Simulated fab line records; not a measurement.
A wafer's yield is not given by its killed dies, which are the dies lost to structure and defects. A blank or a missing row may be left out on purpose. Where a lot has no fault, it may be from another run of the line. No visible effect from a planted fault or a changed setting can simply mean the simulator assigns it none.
Which of the tools did it? / flow n5_finfet / 9 lots with 25 wafers sampled at 5 steps, on a route of 1938 steps

WHAT EACH GAUGE READ, for each wafer
N5_HKMG_FIN_INSPECT_61: inspects for defects (macro). Usual: raw_defect_count 2.0, standard deviation 1.4.
lot=L966; measured=day 4 12:11; on=defect_inspect-02; raw_defect_count=2 2 1; flag=
lot=L970; measured=day 5 12:35; on=defect_inspect-01; raw_defect_count=1 0 2; flag=
lot=L974; measured=day 6 10:07; on=defect_inspect-02; raw_defect_count=3 3 4; flag=
lot=L977; measured=day 7 08:06; on=defect_inspect-02; raw_defect_count=4 4; flag=
lot=L980; measured=day 8 02:52; on=defect_inspect-01; raw_defect_count=1 2; flag=
lot=L981; measured=day 8 05:58; on=defect_inspect-02; raw_defect_count=0 1 2; flag=
lot=L983; measured=day 8 14:36; on=defect_inspect-01; raw_defect_count=2 2 0; flag=
lot=L986; measured=day 9 13:25; on=defect_inspect-01; raw_defect_count=1 1 1; flag=
lot=L987; measured=day 9 17:11; on=defect_inspect-02; raw_defect_count=1 2 2; flag=

N5_BEOL_M4_RC_MEAS_101. Usual: DIBL_N 36.5 mV/V, standard deviation 1.8; DIBL_P 36.5 mV/V, standard deviation 2.1; IOFF_N 0.17 nA/um, standard deviation 0.031; IOFF_P 0.22 nA/um, standard deviation 0.036; ION_N 677 uA/um, standard deviation 11; ION_P 463 uA/um, standard deviation 8; SS_N 71.6 mV/dec, standard deviation 0.61; SS_P 73.3 mV/dec, standard deviation 0.63; VT_N 249 mV, standard deviation 3.1; VT_P -250 mV, standard deviation 3.3.
lot=L966; measured=day 8 12:54; on=prober-01; DIBL_N (mV/V)=34.9 37.1 34.9; DIBL_P (mV/V)=36.3 39.6 36.8; IOFF_N (nA/um)=0.16 0.19 0.16; IOFF_P (nA/um)=0.17 0.23 0.18; ION_N (uA/um)=684 679 673; ION_P (uA/um)=455 464 457; SS_N (mV/dec)=71.6 71.9 71.8; SS_P (mV/dec)=73.8 74.0 72.7; VT_N (mV)=249 246 249; VT_P (mV)=-252 -251 -255; flag=
lot=L970; measured=day 9 20:15; on=prober-02; DIBL_N (mV/V)=35.0 35.7 33.9; DIBL_P (mV/V)=35.6 36.2 34.9; IOFF_N (nA/um)=0.13 0.15 0.13; IOFF_P (nA/um)=0.19 0.20 0.18; ION_N (uA/um)=667 678 675; ION_P (uA/um)=465 467 463; SS_N (mV/dec)=70.8 71.3 70.9; SS_P (mV/dec)=73.1 73.9 72.5; VT_N (mV)=249 249 251; VT_P (mV)=-251 -253 -251; flag=
lot=L974; measured=day 10 20:40; on=prober-01; DIBL_N (mV/V)=36.4 38.2 37.4; DIBL_P (mV/V)=35.0 36.7 35.6; IOFF_N (nA/um)=0.18 0.20 0.20; IOFF_P (nA/um)=0.20 0.22 0.21; ION_N (uA/um)=679 675 672; ION_P (uA/um)=454 452 452; SS_N (mV/dec)=71.9 72.8 71.6; SS_P (mV/dec)=72.7 73.5 73.1; VT_N (mV)=246 248 246; VT_P (mV)=-252 -250 -252; flag=
lot=L977; measured=day 11 07:36; on=prober-02; DIBL_N (mV/V)=38.1 34.5; DIBL_P (mV/V)=37.8 34.7; IOFF_N (nA/um)=0.17 0.12; IOFF_P (nA/um)=0.20 0.16; ION_N (uA/um)=675 672; ION_P (uA/um)=452 462; SS_N (mV/dec)=72.2 71.4; SS_P (mV/dec)=73.4 73.6; VT_N (mV)=251 252; VT_P (mV)=-251 -255; flag=
lot=L980; measured=day 12 07:37; on=prober-01; DIBL_N (mV/V)=36.3 38.1; DIBL_P (mV/V)=36.7 38.7; IOFF_N (nA/um)=0.15 0.18; IOFF_P (nA/um)=0.20 0.23; ION_N (uA/um)=667 690; ION_P (uA/um)=456 463; SS_N (mV/dec)=71.2 71.9; SS_P (mV/dec)=72.9 73.2; VT_N (mV)=251 249; VT_P (mV)=-250 -249; flag=
lot=L981; measured=day 12 10:10; on=prober-01; DIBL_N (mV/V)=33.8 37.1 35.9; DIBL_P (mV/V)=31.6 35.1 33.6; IOFF_N (nA/um)=0.12 0.19 0.17; IOFF_P (nA/um)=0.16 0.22 0.19; ION_N (uA/um)=667 681 668; ION_P (uA/um)=455 460 455; SS_N (mV/dec)=70.6 71.2 71.5; SS_P (mV/dec)=71.7 73.0 73.0; VT_N (mV)=252 245 247; VT_P (mV)=-252 -246 -251; flag=
lot=L983; measured=day 12 10:23; on=prober-02; DIBL_N (mV/V)=37.5 36.0 36.7; DIBL_P (mV/V)=38.0 36.8 37.7; IOFF_N (nA/um)=0.20 0.18 0.19; IOFF_P (nA/um)=0.29 0.27 0.30; ION_N (uA/um)=688 694 692; ION_P (uA/um)=475 482 478; SS_N (mV/dec)=72.0 71.0 71.7; SS_P (mV/dec)=73.8 73.5 73.9; VT_N (mV)=246 246 248; VT_P (mV)=-242 -243 -241; flag=
lot=L986; measured=day 14 00:46; on=prober-02; DIBL_N (mV/V)=36.9 38.9 35.3; DIBL_P (mV/V)=37.0 39.9 35.8; IOFF_N (nA/um)=0.17 0.21 0.16; IOFF_P (nA/um)=0.25 0.29 0.22; ION_N (uA/um)=673 687 683; ION_P (uA/um)=465 476 472; SS_N (mV/dec)=71.8 72.7 71.2; SS_P (mV/dec)=73.1 73.8 72.8; VT_N (mV)=247 247 250; VT_P (mV)=-246 -243 -248; flag=
lot=L987; measured=day 14 23:12; on=prober-01; DIBL_N (mV/V)=37.0 40.1 38.5; DIBL_P (mV/V)=35.4 39.8 38.1; IOFF_N (nA/um)=0.15 0.20 0.18; IOFF_P (nA/um)=0.20 0.28 0.25; ION_N (uA/um)=662 673 667; ION_P (uA/um)=456 465 461; SS_N (mV/dec)=72.7 72.6 71.9; SS_P (mV/dec)=72.6 74.4 73.8; VT_N (mV)=253 251 248; VT_P (mV)=-251 -245 -247; flag=

EACH LOT AND THE TOOL THAT RAN IT (in order: tool; ch and the chambers of the sampled wafers; start)
lot=L966; N5_HKMG_FIN_ETCH_54=rie_diel-05 ch 1,2, day 4 12:16; N5_HKMG_FIN_STRIP_93=rie_diel-05 ch 1,2, day 4 12:57; N5_HKMG_FIN_ETCH_31=rie_diel-05 ch 1,2,3, day 4 15:46
lot=L970; N5_HKMG_FIN_ETCH_54=rie_diel-04 ch 2,3, day 5 12:39; N5_HKMG_FIN_STRIP_93=rie_diel-04 ch 2,3, day 5 13:20; N5_HKMG_FIN_ETCH_31=rie_diel-05 ch 0,1, day 5 16:34
lot=L974; N5_HKMG_FIN_ETCH_54=rie_diel-04 ch 2,3, day 6 10:41; N5_HKMG_FIN_STRIP_93=rie_diel-04 ch 2,3, day 6 11:23; N5_HKMG_FIN_ETCH_31=rie_diel-05 ch 2,3, day 6 14:09
lot=L977; N5_HKMG_FIN_ETCH_54=rie_diel-04 ch 0,3, day 7 08:25; N5_HKMG_FIN_STRIP_93=rie_diel-04 ch 0,3, day 7 09:07; N5_HKMG_FIN_ETCH_31=rie_diel-05 ch 0,1, day 7 11:41
lot=L980; N5_HKMG_FIN_ETCH_54=rie_diel-03 ch 1,3, day 8 02:58; N5_HKMG_FIN_STRIP_93=rie_diel-03 ch 1,3, day 8 03:40; N5_HKMG_FIN_ETCH_31=rie_diel-05 ch 0,2, day 8 06:19
lot=L981; N5_HKMG_FIN_ETCH_54=rie_diel-04 ch 0,1,3, day 8 06:02; N5_HKMG_FIN_STRIP_93=rie_diel-04 ch 0,1,3, day 8 06:44; N5_HKMG_FIN_ETCH_31=rie_diel-05 ch 0,1,2, day 8 09:22
lot=L983; N5_HKMG_FIN_ETCH_54=rie_diel-05 ch 1,2,3, day 8 14:40; N5_HKMG_FIN_STRIP_93=rie_diel-05 ch 1,2,3, day 8 15:22; N5_HKMG_FIN_ETCH_31=rie_diel-04 ch 0,1,2, day 8 18:50
lot=L986; N5_HKMG_FIN_ETCH_54=rie_diel-04 ch 0,2,3, day 9 13:29; N5_HKMG_FIN_STRIP_93=rie_diel-04 ch 0,2,3, day 9 14:11; N5_HKMG_FIN_ETCH_31=rie_diel-03 ch 0,1,3, day 9 17:11
lot=L987; N5_HKMG_FIN_ETCH_54=rie_diel-05 ch 0,1, day 9 17:14; N5_HKMG_FIN_STRIP_93=rie_diel-05 ch 0,1, day 9 17:56; N5_HKMG_FIN_ETCH_31=rie_diel-04 ch 1,2,3, day 9 20:41
- N5_HKMG_FIN_ETCH_54: etches SiARC in CF4, target depth 45.5 nm, time 75.8 s.
- N5_HKMG_FIN_STRIP_93: strips SOC in N2/H2, time 20 s.
- N5_HKMG_FIN_ETCH_31: etches SiARC in CF4, target depth 45.5 nm, time 75.8 s.

WHAT THE TOOLS THEMSELVES READ (means of the sampled wafers that have a number; where no wafer has one, the mark that the record gives instead)
N5_HKMG_FIN_ETCH_54. Usual: drypump_motor_current_A 5.8 A, standard deviation 0.44; etch_rf_on_time_s 75.8 s, standard deviation 1.4; mfc_ar_sccm 100.0 sccm, standard deviation 0.31; oes_product_au 0.65 a.u., standard deviation 0.07; rf_vpp_V 184.0 V, standard deviation 1.2; showerhead_plenum_p_Torr 2.15 Torr, standard deviation 0.083; throttle_valve_pct 15.63 %, standard deviation 0.23.
lot=L966; tool=rie_diel-05; drypump_motor_current_A (A)=5.3; etch_rf_on_time_s (s)=75.5; mfc_ar_sccm (sccm)=100.2; oes_product_au (a.u.)=0.59; rf_vpp_V (V)=183.3; showerhead_plenum_p_Torr (Torr)=2.04; throttle_valve_pct (%)=15.64; flag=
lot=L970; tool=rie_diel-04; drypump_motor_current_A (A)=5.6; etch_rf_on_time_s (s)=74.9; mfc_ar_sccm (sccm)=100.1; oes_product_au (a.u.)=0.62; rf_vpp_V (V)=183.8; showerhead_plenum_p_Torr (Torr)=2.11; throttle_valve_pct (%)=15.66; flag=
lot=L974; tool=rie_diel-04; drypump_motor_current_A (A)=5.6; etch_rf_on_time_s (s)=74.4; mfc_ar_sccm (sccm)=99.9; oes_product_au (a.u.)=0.61; rf_vpp_V (V)=184.5; showerhead_plenum_p_Torr (Torr)=2.15; throttle_valve_pct (%)=15.74; flag=
lot=L977; tool=rie_diel-04; drypump_motor_current_A (A)=6.1; etch_rf_on_time_s (s)=74.8; mfc_ar_sccm (sccm)=100.3; oes_product_au (a.u.)=0.60; rf_vpp_V (V)=184.9; showerhead_plenum_p_Torr (Torr)=2.20; throttle_valve_pct (%)=16.03; flag=
lot=L980; tool=rie_diel-03; drypump_motor_current_A (A)=5.7; etch_rf_on_time_s (s)=76.1; mfc_ar_sccm (sccm)=100.3; oes_product_au (a.u.)=0.77; rf_vpp_V (V)=183.9; showerhead_plenum_p_Torr (Torr)=2.13; throttle_valve_pct (%)=15.52; flag=
lot=L981; tool=rie_diel-04; drypump_motor_current_A (A)=6.1; etch_rf_on_time_s (s)=74.4; mfc_ar_sccm (sccm)=100.0; oes_product_au (a.u.)=0.64; rf_vpp_V (V)=184.7; showerhead_plenum_p_Torr (Torr)=2.18; throttle_valve_pct (%)=15.82; flag=
lot=L983; tool=rie_diel-05; drypump_motor_current_A (A)=5.5; etch_rf_on_time_s (s)=76.4; mfc_ar_sccm (sccm)=100.1; oes_product_au (a.u.)=0.65; rf_vpp_V (V)=183.9; showerhead_plenum_p_Torr (Torr)=2.15; throttle_valve_pct (%)=15.50; flag=
lot=L986; tool=rie_diel-04; drypump_motor_current_A (A)=5.9; etch_rf_on_time_s (s)=75.6; mfc_ar_sccm (sccm)=99.9; oes_product_au (a.u.)=0.68; rf_vpp_V (V)=184.0; showerhead_plenum_p_Torr (Torr)=2.14; throttle_valve_pct (%)=15.75; flag=
lot=L987; tool=rie_diel-05; drypump_motor_current_A (A)=6.3; etch_rf_on_time_s (s)=77.4; mfc_ar_sccm (sccm)=99.8; oes_product_au (a.u.)=0.65; rf_vpp_V (V)=184.0; showerhead_plenum_p_Torr (Torr)=2.18; throttle_valve_pct (%)=15.69; flag=

N5_HKMG_FIN_STRIP_93. Usual: drypump_motor_current_A 5.8 A, standard deviation 0.44; oes_product_au 0.76 a.u., standard deviation 0.084; rf_vpp_V 54.2 V, standard deviation 0.93; showerhead_plenum_p_Torr 3.37 Torr, standard deviation 0.13; throttle_valve_pct 19.0 %, standard deviation 0.32.
lot=L966; tool=rie_diel-05; drypump_motor_current_A (A)=5.3; oes_product_au (a.u.)=0.69; rf_vpp_V (V)=53.3; showerhead_plenum_p_Torr (Torr)=3.20; throttle_valve_pct (%)=19.1; flag=
lot=L970; tool=rie_diel-04; drypump_motor_current_A (A)=5.6; oes_product_au (a.u.)=0.73; rf_vpp_V (V)=53.6; showerhead_plenum_p_Torr (Torr)=3.30; throttle_valve_pct (%)=19.0; flag=
lot=L974; tool=rie_diel-04; drypump_motor_current_A (A)=5.6; oes_product_au (a.u.)=0.71; rf_vpp_V (V)=53.2; showerhead_plenum_p_Torr (Torr)=3.38; throttle_valve_pct (%)=19.0; flag=
lot=L977; tool=rie_diel-04; drypump_motor_current_A (A)=6.1; oes_product_au (a.u.)=0.70; rf_vpp_V (V)=54.0; showerhead_plenum_p_Torr (Torr)=3.44; throttle_valve_pct (%)=19.4; flag=
lot=L980; tool=rie_diel-03; drypump_motor_current_A (A)=5.7; oes_product_au (a.u.)=0.90; rf_vpp_V (V)=53.6; showerhead_plenum_p_Torr (Torr)=3.35; throttle_valve_pct (%)=19.1; flag=
lot=L981; tool=rie_diel-04; drypump_motor_current_A (A)=6.1; oes_product_au (a.u.)=0.76; rf_vpp_V (V)=53.9; showerhead_plenum_p_Torr (Torr)=3.43; throttle_valve_pct (%)=19.2; flag=
lot=L983; tool=rie_diel-05; drypump_motor_current_A (A)=5.5; oes_product_au (a.u.)=0.77; rf_vpp_V (V)=55.0; showerhead_plenum_p_Torr (Torr)=3.37; throttle_valve_pct (%)=18.9; flag=
lot=L986; tool=rie_diel-04; drypump_motor_current_A (A)=5.9; oes_product_au (a.u.)=0.79; rf_vpp_V (V)=54.2; showerhead_plenum_p_Torr (Torr)=3.35; throttle_valve_pct (%)=19.1; flag=
lot=L987; tool=rie_diel-05; drypump_motor_current_A (A)=6.3; oes_product_au (a.u.)=0.75; rf_vpp_V (V)=54.4; showerhead_plenum_p_Torr (Torr)=3.42; throttle_valve_pct (%)=19.1; flag=

N5_HKMG_FIN_ETCH_31. Usual: drypump_motor_current_A 5.8 A, standard deviation 0.39; etch_rf_on_time_s 76.5 s, standard deviation 1.6; mfc_ar_sccm 100.03 sccm, standard deviation 0.27; oes_product_au 0.66 a.u., standard deviation 0.078; rf_vpp_V 184.1 V, standard deviation 1.2; showerhead_plenum_p_Torr 2.15 Torr, standard deviation 0.082; throttle_valve_pct 15.57 %, standard deviation 0.21.
lot=L966; tool=rie_diel-05; drypump_motor_current_A (A)=5.5; etch_rf_on_time_s (s)=76.2; mfc_ar_sccm (sccm)=100.03; oes_product_au (a.u.)=0.60; rf_vpp_V (V)=183.7; showerhead_plenum_p_Torr (Torr)=2.07; throttle_valve_pct (%)=15.60; flag=
lot=L970; tool=rie_diel-05; drypump_motor_current_A (A)=6.3; etch_rf_on_time_s (s)=78.0; mfc_ar_sccm (sccm)=99.93; oes_product_au (a.u.)=0.67; rf_vpp_V (V)=184.6; showerhead_plenum_p_Torr (Torr)=2.19; throttle_valve_pct (%)=15.63; flag=
lot=L974; tool=rie_diel-05; drypump_motor_current_A (A)=5.3; etch_rf_on_time_s (s)=75.5; mfc_ar_sccm (sccm)=99.80; oes_product_au (a.u.)=0.75; rf_vpp_V (V)=185.5; showerhead_plenum_p_Torr (Torr)=2.23; throttle_valve_pct (%)=15.33; flag=
lot=L977; tool=rie_diel-05; drypump_motor_current_A (A)=6.1; etch_rf_on_time_s (s)=87.6; mfc_ar_sccm (sccm)=99.94; oes_product_au (a.u.)=0.61; rf_vpp_V (V)=185.3; showerhead_plenum_p_Torr (Torr)=2.14; throttle_valve_pct (%)=15.63; flag=OFF
lot=L980; tool=rie_diel-05; drypump_motor_current_A (A)=5.8; etch_rf_on_time_s (s)=86.2; mfc_ar_sccm (sccm)=100.12; oes_product_au (a.u.)=0.69; rf_vpp_V (V)=184.9; showerhead_plenum_p_Torr (Torr)=2.27; throttle_valve_pct (%)=15.46; flag=OFF
lot=L981; tool=rie_diel-05; drypump_motor_current_A (A)=5.8; etch_rf_on_time_s (s)=83.4; mfc_ar_sccm (sccm)=99.81; oes_product_au (a.u.)=0.66; rf_vpp_V (V)=185.0; showerhead_plenum_p_Torr (Torr)=2.19; throttle_valve_pct (%)=15.51; flag=OFF
lot=L983; tool=rie_diel-04; drypump_motor_current_A (A)=6.0; etch_rf_on_time_s (s)=74.9; mfc_ar_sccm (sccm)=100.13; oes_product_au (a.u.)=0.65; rf_vpp_V (V)=183.6; showerhead_plenum_p_Torr (Torr)=2.14; throttle_valve_pct (%)=15.76; flag=
lot=L986; tool=rie_diel-03; drypump_motor_current_A (A)=5.7; etch_rf_on_time_s (s)=75.9; mfc_ar_sccm (sccm)=100.01; oes_product_au (a.u.)=0.70; rf_vpp_V (V)=184.6; showerhead_plenum_p_Torr (Torr)=2.16; throttle_valve_pct (%)=15.50; flag=
lot=L987; tool=rie_diel-04; drypump_motor_current_A (A)=5.7; etch_rf_on_time_s (s)=75.0; mfc_ar_sccm (sccm)=99.93; oes_product_au (a.u.)=0.71; rf_vpp_V (V)=184.1; showerhead_plenum_p_Torr (Torr)=2.13; throttle_valve_pct (%)=15.47; flag=

THE ANSWER, worked out from the rows above alone
Rule: a lot is off if the mean of its wafers that have a number lies more than 3 standard deviations from the usual mean. Also off: a lot with no number at a reading for which 4 or more lots have one. Any other lot the step has rows for is counted as sound. After the gauges, taken in route order, come the tools' own readings; for these a lot's mean is taken, as printed above. The first step at which some lot is off is used, and at that step the reading that is off furthest; a lot without a number counts as furthest.
Off: L977, L980, L981 (N5_HKMG_FIN_ETCH_31, etch_rf_on_time_s).
If a tool, at that step or one of the process steps before it, ran each lot that is off and ran no sound lot following the first of them, it fits. One fits: rie_diel-05 at N5_HKMG_FIN_ETCH_31. Its last sound lot is L974 (day 6 14:09), its first lot that is off L977 (day 7 11:41): a fault that began between those two fits.
On the lots that are off, the tool's own readings at N5_HKMG_FIN_ETCH_31 differ by more than 5 times the standard deviation of the sound lots' means, which bears it out; etch_rf_on_time_s reads 85.7 s there versus 75.9 s on the sound lots.

WHAT THE SIMULATOR HAD INSERTED
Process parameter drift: rie_diel-05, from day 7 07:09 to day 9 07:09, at N5_HKMG_FIN_ETCH_31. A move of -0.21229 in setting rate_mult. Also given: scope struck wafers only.
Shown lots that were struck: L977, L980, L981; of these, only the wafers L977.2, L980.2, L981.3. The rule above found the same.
